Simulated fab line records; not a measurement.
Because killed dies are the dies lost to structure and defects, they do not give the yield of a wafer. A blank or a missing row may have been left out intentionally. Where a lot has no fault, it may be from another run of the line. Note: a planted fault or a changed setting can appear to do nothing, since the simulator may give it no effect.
Problem report, 8D (eight disciplines) form, completed by code -- flow n5_finfet -- the parts of the form that need people (team, actions taken, sign-off) are left out

== 1. PROBLEM STATEMENT ==
Wafers without a fault read 1500.0 rpm, standard deviation 0.95; spin_speed_rpm at N5_BEOL_M8_COAT_05 reads a mean of 1425.6 rpm on 6 wafers belonging to 2 lots. Measured from the usual mean, that is -78 standard deviations.
The step: resist thk 90 nm.
Earliest sighting: wafer L952.3 on litho_track-01 at day 14 13:43. The record has a number at this step for 17 wafers belonging to 6 lots. Rule for "out", or "out of limits": more than 4 standard deviations from the usual mean. All remaining wafers that have a number are taken as sound.

== 2. WHAT IT IS; WHAT IT IS NOT ==
question,is,is not
which readings at this step,spin_speed_rpm,-
which lots,"L951, L952","L942, L954, L956, L957"
which wafers of those lots,all that have a number,-
read on which tools,litho_track-01,"litho_track-02, litho_track-03"
when,from day 14 13:43,"up to then (3 sound wafers); but 8 sound wafers of L954, L956, L957 came after"

== 3. SUSPECTS, AND WHAT RULES EACH OUT ==
Counting: a tool at a process step up to the reading stays a suspect if it ran every lot that is out and no sound lot after the first of them.
- pecvd-03 at N5_BEOL_M8_ILD_DEP_00 (deposits SiCOH lowk from DEMS/porogen, target thk 179.75 nm, time 33.4 s): ruled out as a lasting fault. The sound lots L954, L957 went through it after L952, its earliest lot that is out (day 14 11:54).
- uv_cure-03 at N5_BEOL_M8_CURE_74 (cures SiCOH lowk, time 240 s): ruled out as a lasting fault. The sound lots L957 went through it after L952, its earliest lot that is out (day 14 12:08).
- litho_track-01 at N5_BEOL_M8_COAT_05 (resist thk 90 nm): kept. Every lot that is out went through it, starting with L952 (day 14 13:43), and after that it ran no sound lot; the last sound lot it ran before then is L942 (day 11 23:01). On those wafers its own readings are out: spin_speed_rpm.
The count leaves litho_track-01 at N5_BEOL_M8_COAT_05.

== 4. THE CAUSE (what the simulator had put in) ==
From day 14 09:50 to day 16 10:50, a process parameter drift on litho_track-01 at N5_BEOL_M8_COAT_05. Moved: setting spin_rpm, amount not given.
Only this tool survived the counting.

== 5. THE EFFECT CHAIN, in route order ==
Rows list readings where the struck wafers' mean (over those with a number) sits beyond 3 standard deviations from the usual. Readings are gone through only where the record gives a usual standard deviation; hours: the median, over the lots, of the time from a lot's start at the first step in this table giving one to that lot's start at this step; sigmas: the change measured in usual standard deviations.
hours,step,reading,usual,on struck wafers,change,sigmas
0,N5_BEOL_M8_COAT_05,spin_speed_rpm,1500.0 rpm,1425.6,-74.4,-78
Its process steps:
- N5_BEOL_M8_COAT_05: resist thk 90 nm.
Later steps that measure or inspect, where all struck wafers having a row at the step show a number for every such reading and not one has moved that far: N5_BEOL_M8_CD_MEAS_11, N5_BEOL_M8_OVL_MEAS_12, N5_BEOL_M8_INSPECT_13.

== 6. HOW IT WOULD HAVE BEEN CAUGHT EARLIER ==
4 hours passed between the start of the fault at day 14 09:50 and the first reading out of limits in this record, taken at day 14 13:43.
